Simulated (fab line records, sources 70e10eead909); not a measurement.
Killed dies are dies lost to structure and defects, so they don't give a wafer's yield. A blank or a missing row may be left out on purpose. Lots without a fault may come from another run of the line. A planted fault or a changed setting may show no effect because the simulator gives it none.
fab line records | flow nand_harc
record lots=6 wafers=16 last_day=32
route steps=1302 shown A_ONON_D1@428 END@1302
lots that met no fault: from a run of the same line without faults
start_h: hours from the record's first day to the start of the lot's first wafer shown | wait_h: hours since the lot's step before | " the same as in the row above | L1.1+2: a row that stands for several wafers | - no value, or no start given | * or withheld: withheld | < > ~ a bound
route shown NAME@n: a module of which the file shows steps, and the number in the route of the first | usual: mean/standard deviation of fault-free wafers | same: alike in all rows | chamber/n: place in a boat | sites: the reading at each site | _std_site: their standard deviation | _edge_site: outer sites' mean less inner sites' | radius_mm: how far each site lies from the wafer's centre | mask NAME#n: copy n | behind: the tool/chamber that last shaped the wafer | hold: why the lot was held/for how many hours/how that ended | device: the transistor (n, p or np) that didn't switch | end of line: the same wafers' tests at the end of the route | a step without rows: its recipe alone | killed: dies lost to structure and defects at the first sort, not the wafer's yield | map: a wafer's dies, x killed, . not, _ none there
set.NAME: the setting as run; set.NAME@STEP: as run at that earlier step | model.NAME: the simulator's own value behind a step, which no gauge read
lots at some steps of the route; a table a step, a row a wafer
services: from which hour (start_h, from the record's first day; less than 0 if before it) a tool's chamber was out of use, for how many hours, and why
## steps
# step NHARC_A_ONON_D1_DEP_06
# recipe target_thk_a=10000 n2_flow_sccm=2750 n2o_flow_sccm=2000 nh3_flow_sccm=500 sih4_flow_sccm=210 temp_c=400
# step NHARC_A_ONON_D1_THK_MEAS_08
# recipe thk_meas_gauge=ellipsometry
# usual thk_nm=1004/7.7
# columns lot.wafer tool chamber start_h wait_h thk_nm
L653.1 film_metro-02 - 202.05 - 1018
L653.4 " - " " 1016
L653.6 " - " " 1015
L655.3 film_metro-02 - 223.20 - 999
L655.4 " - " " 1000
L657.3 film_metro-01 - 244.55 - 1015
L657.5 " - " " 1016
L659.2 film_metro-01 - 266.87 - 997
L659.3 " - " " 996
L659.6 " - " " 996
L666.2 film_metro-01 - 335.71 - 1008
L666.5 " - " " 1008
L666.6 " - " " 1010
L668.2 film_metro-02 - 373.06 - 1008
L668.3 " - " " 1009
L668.4 " - " " 1008
# step NHARC_A_ONON_D1_DEP_09
# recipe target_thk_a=10000 n2_flow_sccm=2750 n2o_flow_sccm=2000 nh3_flow_sccm=500 sih4_flow_sccm=210 temp_c=400
# step NHARC_A_ONON_D1_THK_MEAS_11
# recipe thk_meas_gauge=ellipsometry
# usual thk_nm=1000/8
# columns lot.wafer tool chamber start_h wait_h thk_nm
L653.1 film_metro-02 - 202.62 - 991
L653.4 " - " " 991
L653.6 " - " " 995
L655.3 film_metro-02 - 223.77 - 1010
L655.4 " - " " 1011
L657.3 film_metro-01 - 245.12 - 1002
L657.5 " - " " 1002
L659.2 film_metro-01 - 267.44 - 999
L659.3 " - " " 996
L659.6 " - " " 998
L666.2 film_metro-02 - 336.28 - 993
L666.5 " - " " 990
L666.6 " - " " 992
L668.2 film_metro-02 - 373.63 - 1008
L668.3 " - " " 1009
L668.4 " - " " 1010
# step NHARC_A_ONON_D1_DEP_12
# recipe target_thk_a=10000 n2_flow_sccm=2750 n2o_flow_sccm=2000 nh3_flow_sccm=500 sih4_flow_sccm=210 temp_c=400
# step NHARC_A_ONON_D1_THK_MEAS_14
# recipe thk_meas_gauge=ellipsometry
# usual thk_nm=998/7.2
# columns lot.wafer tool chamber start_h wait_h thk_nm
L653.1 film_metro-01 - 203.19 - 1009
L653.4 " - " " 1010
L653.6 " - " " 1010
L655.3 film_metro-02 - 224.34 - 999
L655.4 " - " " 997
L657.3 film_metro-01 - 245.69 - 1003
L657.5 " - " " 1002
L659.2 film_metro-01 - 268.00 - 994
L659.3 " - " " 996
L659.6 " - " " 993
L666.2 film_metro-01 - 336.85 - 987
L666.5 " - " " 984
L666.6 " - " " 985
L668.2 film_metro-01 - 380.64 - 1009
L668.3 " - " " 1010
L668.4 " - " " 1009
# step NHARC_A_ONON_D1_ANNEAL_15
# recipe temp_c=750 time_s=3600
# step NHARC_A_ONON_D1_DEP_16
# recipe target_thk_a=10000 n2_flow_sccm=2750 n2o_flow_sccm=2000 nh3_flow_sccm=500 sih4_flow_sccm=210 temp_c=400
# step NHARC_A_ONON_D1_THK_MEAS_18
# recipe thk_meas_gauge=ellipsometry
# usual thk_nm=1002/9.8
# columns lot.wafer tool chamber start_h wait_h thk_nm
L653.1 film_metro-02 - 212.73 - 1001
L653.4 " - " " 998
L653.6 " - " " 1001
L655.3 film_metro-02 - 230.64 - 1002
L655.4 " - " " 1001
L657.3 film_metro-01 - 254.02 - 1027
L657.5 " - " " 1024
L659.2 film_metro-01 - 278.97 - 1002
L659.3 " - " " 1003
L659.6 " - " " 1001
L666.2 film_metro-02 - 344.62 - 981
L666.5 " - " " 982
L666.6 " - " " 980
L668.2 film_metro-02 - 388.42 - 997
L668.3 " - " " 997
L668.4 " - " " 995
# step NHARC_A_ONON_D1_DEP_19
# recipe target_thk_a=10000 n2_flow_sccm=2750 n2o_flow_sccm=2000 nh3_flow_sccm=500 sih4_flow_sccm=210 temp_c=400
# step NHARC_A_ONON_D1_THK_MEAS_21
# recipe thk_meas_gauge=ellipsometry
# usual thk_nm=1001/8.6
# columns lot.wafer tool chamber start_h wait_h thk_nm
L653.1 film_metro-01 - 213.29 - 992
L653.4 " - " " 994
L653.6 " - " " 993
L655.3 film_metro-01 - 231.21 - 1006
L655.4 " - " " 1007
L657.3 film_metro-01 - 254.59 - 997
L657.5 " - " " 999
L659.2 film_metro-01 - 279.54 - 1002
L659.3 " - " " 1001
L659.6 " - " " 999
L666.2 film_metro-01 - 345.19 - 1006
L666.5 " - " " 1007
L666.6 " - " " 1007
L668.2 film_metro-01 - 388.98 - 1000
L668.3 " - " " 998
L668.4 " - " " 999
# step NHARC_A_ONON_D1_DEP_22
# recipe target_thk_a=10000 n2_flow_sccm=2750 n2o_flow_sccm=2000 nh3_flow_sccm=500 sih4_flow_sccm=210 temp_c=400
# columns lot.wafer tool chamber start_h wait_h
L653.1+4+6 pecvd_onon-01 0 213.35 0.1
L655.3+4 pecvd_onon-01 0 231.38 0.2
L657.3+5 pecvd_onon-01 0 254.76 0.2
L659.2+3+6 pecvd_onon-04 0 279.65 0.1
L666.2+5+6 pecvd_onon-01 0 345.30 0.1
L668.2+3+4 pecvd_onon-01 0 389.10 0.1
# step NHARC_A_ONON_D1_THK_MEAS_24
# recipe thk_meas_gauge=ellipsometry
# usual thk_nm=998/10
# columns lot.wafer tool chamber start_h wait_h thk_nm
L653.1 film_metro-01 - 213.85 - 994
L653.4 " - " " 994
L653.6 " - " " 994
L655.3 film_metro-02 - 231.77 - 1536
L655.4 " - " " 989
L657.3 film_metro-01 - 255.16 - 1545
L657.5 " - " " 1000
L659.2 film_metro-01 - 280.10 - 982
L659.3 " - " " 983
L659.6 " - " " 984
L666.2 film_metro-01 - 345.75 - 996
L666.5 " - " " 994
L666.6 " - " " 996
L668.2 film_metro-01 - 389.55 - 995
L668.3 " - " " 995
L668.4 " - " " 994
# step NHARC_A_ONON_D1_DEP_25
# recipe target_thk_a=10000 n2_flow_sccm=2750 n2o_flow_sccm=2000 nh3_flow_sccm=500 sih4_flow_sccm=210 temp_c=400
# step NHARC_END_SORT_01
# recipe temp_c=25
# usual killed_at_array=52/16 killed_at_other=0.8/1.1 killed_at_periphery=4.2/2.5 killed_dies=57/16 killed_open=3.4/2 killed_short=2.6/1.6
# same gross_dies=677
# columns lot.wafer tool chamber start_h wait_h killed_at_array killed_at_other killed_at_periphery killed_dies killed_open killed_short
L655.3 prober-01 0 613.62 3.1 673 0 4 677 4 3
L655.4 prober-01 0 614.42 3.4 17 0 2 19 2 1
L657.3 prober-02 0 635.89 3.1 672 2 3 677 1 3
L657.5 prober-02 0 637.47 3.7 61 1 5 67 2 5
L659.2 prober-02 0 669.40 2.8 46 0 13 59 0 2
L659.3 prober-02 0 670.19 3.1 52 0 10 62 3 4
L659.6 prober-02 0 672.55 3.9 39 0 10 49 1 2
L666.2 prober-02 0 743.66 2.8 36 0 9 45 2 1
L666.5 prober-02 0 746.09 3.7 29 1 7 37 1 0
L666.6 prober-02 0 746.90 4.0 57 0 2 59 4 5
# killed by level:class
L655.3 A_ONON_D1:area_dep=649 A_CHANNEL_HOLE_D2:chamber_film_flake=8 P_ZERO_WELL:chamber_film_flake=3 A_CONTACT:chamber_film_flake=3 A_ONON_D1:geometric_particle:open=2 A_CHANNEL_HOLE_D1:chamber_film_flake=2 A_STAIRCASE:chamber_film_flake=2 P_CONTACT:geometric_particle:open=1
L655.4 A_CHANNEL_HOLE_D2:chamber_film_flake=7 A_M1:chamber_film_flake=3 A_DECK1_JOINT:chamber_film_flake=2 A_STAIRCASE:chamber_film_flake=2 P_CONTACT:geometric_particle:open=1 A_WL_FILL:geometric_particle:short=1 A_M1:geometric_particle:open=1 P_M0:chamber_film_flake=1
L657.3 A_ONON_D1:area_dep=617 A_CHANNEL_HOLE_D1:chamber_film_flake=31 A_CHANNEL_HOLE_D2:chamber_film_flake=9 A_STAIRCASE:chamber_film_flake=5 A_CONTACT:chamber_film_flake=3 P_M2:chamber_film_flake=2 THIN_TSV:chamber_film_flake=2 A_CHANNEL_FILL_D1:geometric_particle:short=1
L657.5 A_CHANNEL_HOLE_D1:chamber_film_flake=32 A_CHANNEL_HOLE_D2:chamber_film_flake=11 A_CONTACT:chamber_film_flake=4 P_STI:chamber_film_flake=3 A_CHANNEL_FILL_D1:chamber_film_flake=3 A_CHANNEL_FILL_D1:geometric_particle:short=2 A_CHANNEL_FILL_D2:geometric_particle:short=2 P_ZERO_WELL:chamber_film_flake=2
L659.2 A_CHANNEL_HOLE_D1:chamber_film_flake=29 P_BONDPAD:chamber_film_flake=6 P_CONTACT:chamber_film_flake=4 A_STAIRCASE:chamber_film_flake=4 A_CONTACT:chamber_film_flake=4 P_STI:chamber_film_flake=2 A_CHANNEL_FILL_D2:chamber_film_flake=2 A_CHANNEL_HOLE_D2:chamber_film_flake=2
L659.3 A_CHANNEL_HOLE_D1:chamber_film_flake=23 A_CHANNEL_HOLE_D2:chamber_film_flake=7 A_CONTACT:chamber_film_flake=7 P_CONTACT:chamber_film_flake=4 A_CHANNEL_FILL_D2:chamber_film_flake=4 P_CONTACT:geometric_particle:open=2 P_BONDPAD:chamber_film_flake=2 A_STAIRCASE:chamber_film_flake=2
L659.6 A_CHANNEL_HOLE_D1:chamber_film_flake=18 A_CHANNEL_HOLE_D2:chamber_film_flake=8 P_BONDPAD:chamber_film_flake=7 A_CONTACT:chamber_film_flake=4 A_CHANNEL_FILL_D2:chamber_film_flake=2 A_BLC:chamber_film_flake=2 P_CONTACT:geometric_particle:short=1 A_WL_FILL:geometric_particle:open=1
L666.2 A_CHANNEL_HOLE_D1:chamber_film_flake=20 P_M2:chamber_film_flake=6 A_STAIRCASE:chamber_film_flake=6 A_SLIT:chamber_film_flake=3 A_ZERO_WELL:chamber_film_flake=2 A_CHANNEL_FILL_D2:chamber_film_flake=2 A_CONTACT:chamber_film_flake=2 P_STI:geometric_particle:short=1
L666.5 A_CHANNEL_HOLE_D1:chamber_film_flake=20 P_M2:chamber_film_flake=5 A_STAIRCASE:chamber_film_flake=5 A_SLIT:chamber_film_flake=2 A_ONON_D2:geometric_particle:open=1 P_ZERO_WELL:chamber_film_flake=1 P_STI:chamber_film_flake=1 A_WL_FILL:chamber_film_flake=1
L666.6 A_CHANNEL_HOLE_D1:chamber_film_flake=30 A_STAIRCASE:chamber_film_flake=11 A_CONTACT:chamber_film_flake=4 P_M2:chamber_film_flake=2 A_CHANNEL_FILL_D1:geometric_particle:short=1 A_DECK1_JOINT:geometric_particle:short=1 A_DECK1_JOINT:geometric_particle:open=1 A_ONON_D2:geometric_particle:short=1
# map L655.3 (x killed, . not)
____________x____________
_________xxxxxxx_________
_______xxxxxxxxxxx_______
______xxxxxxxxxxxxx______
_____xxxxxxxxxxxxxxx_____
____xxxxxxxxxxxxxxxxx____
____xxxxxxxxxxxxxxxxx____
___xxxxxxxxxxxxxxxxxxx___
___xxxxxxxxxxxxxxxxxxx___
__xxxxxxxxxxxxxxxxxxxxx__
__xxxxxxxxxxxxxxxxxxxxx__
_xxxxxxxxxxxxxxxxxxxxxxx_
_xxxxxxxxxxxxxxxxxxxxxxx_
_xxxxxxxxxxxxxxxxxxxxxxx_
_xxxxxxxxxxxxxxxxxxxxxxx_
_xxxxxxxxxxxxxxxxxxxxxxx_
xxxxxxxxxxxxxxxxxxxxxxxxx
xxxxxxxxxxxxxxxxxxxxxxxxx
xxxxxxxxxxxxxxxxxxxxxxxxx
xxxxxxxxxxxxxxxxxxxxxxxxx
xxxxxxxxxxxxxxxxxxxxxxxxx
_xxxxxxxxxxxxxxxxxxxxxxx_
_xxxxxxxxxxxxxxxxxxxxxxx_
_xxxxxxxxxxxxxxxxxxxxxxx_
_xxxxxxxxxxxxxxxxxxxxxxx_
_xxxxxxxxxxxxxxxxxxxxxxx_
__xxxxxxxxxxxxxxxxxxxxx__
__xxxxxxxxxxxxxxxxxxxxx__
___xxxxxxxxxxxxxxxxxxx___
___xxxxxxxxxxxxxxxxxxx___
____xxxxxxxxxxxxxxxxx____
____xxxxxxxxxxxxxxxxx____
_____xxxxxxxxxxxxxxx_____
______xxxxxxxxxxxxx______
_______xxxxxxxxxxx_______
_________xxxxxxx_________
____________x____________
# map L657.3 (x killed, . not)
____________x____________
_________xxxxxxx_________
_______xxxxxxxxxxx_______
______xxxxxxxxxxxxx______
_____xxxxxxxxxxxxxxx_____
____xxxxxxxxxxxxxxxxx____
____xxxxxxxxxxxxxxxxx____
___xxxxxxxxxxxxxxxxxxx___
___xxxxxxxxxxxxxxxxxxx___
__xxxxxxxxxxxxxxxxxxxxx__
__xxxxxxxxxxxxxxxxxxxxx__
_xxxxxxxxxxxxxxxxxxxxxxx_
_xxxxxxxxxxxxxxxxxxxxxxx_
_xxxxxxxxxxxxxxxxxxxxxxx_
_xxxxxxxxxxxxxxxxxxxxxxx_
_xxxxxxxxxxxxxxxxxxxxxxx_
xxxxxxxxxxxxxxxxxxxxxxxxx
xxxxxxxxxxxxxxxxxxxxxxxxx
xxxxxxxxxxxxxxxxxxxxxxxxx
xxxxxxxxxxxxxxxxxxxxxxxxx
xxxxxxxxxxxxxxxxxxxxxxxxx
_xxxxxxxxxxxxxxxxxxxxxxx_
_xxxxxxxxxxxxxxxxxxxxxxx_
_xxxxxxxxxxxxxxxxxxxxxxx_
_xxxxxxxxxxxxxxxxxxxxxxx_
_xxxxxxxxxxxxxxxxxxxxxxx_
__xxxxxxxxxxxxxxxxxxxxx__
__xxxxxxxxxxxxxxxxxxxxx__
___xxxxxxxxxxxxxxxxxxx___
___xxxxxxxxxxxxxxxxxxx___
____xxxxxxxxxxxxxxxxx____
____xxxxxxxxxxxxxxxxx____
_____xxxxxxxxxxxxxxx_____
______xxxxxxxxxxxxx______
_______xxxxxxxxxxx_______
_________xxxxxxx_________
____________x____________
## services
# columns tool chamber start_h hours kind
pecvd_onon-01 - 269.24 13.0 pm
pecvd_onon-04 - 311.54 13.0 pm
## key
first_sign step=NHARC_A_ONON_D1_THK_MEAS_24 reading=thk_nm direction=up sigmas=52 usual=998 struck=1540
effect step=NHARC_END_SORT_01 reading=killed_at_array direction=up sigmas=39 usual=52 struck=672
more_kills_born_at NHARC_A_ONON_D1_DEP_22@pecvd_onon-01=1266
met_at NHARC_A_ONON_D1_DEP_22
struck_wafers L655.3,L657.3
later_rows_left_out L655.3,L657.3
tester_left_out L655,L657
onset_between 213.35 231.38
fault kind=process_parameter_drift tool=pecvd_onon-01 chamber=- onset_h=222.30 steps=NHARC_A_ONON_D1_DEP_22 channel=target_thk_a offset=* shape=step end_h=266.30 scope=struck_wafers_only acts_in=* stated=*
# tester_left_out: of these lots the tester's yield and bins aren't shown, on N5 and GAA mostly nor the transistor test; their killed dies are dies lost to structure and defects alone, not to doping, threshold or leakage, so they don't give the yield
# later_rows_left_out: the simulator's readings of these wafers behind a module that went badly wrong aren't trusted and aren't shown, but for the sort
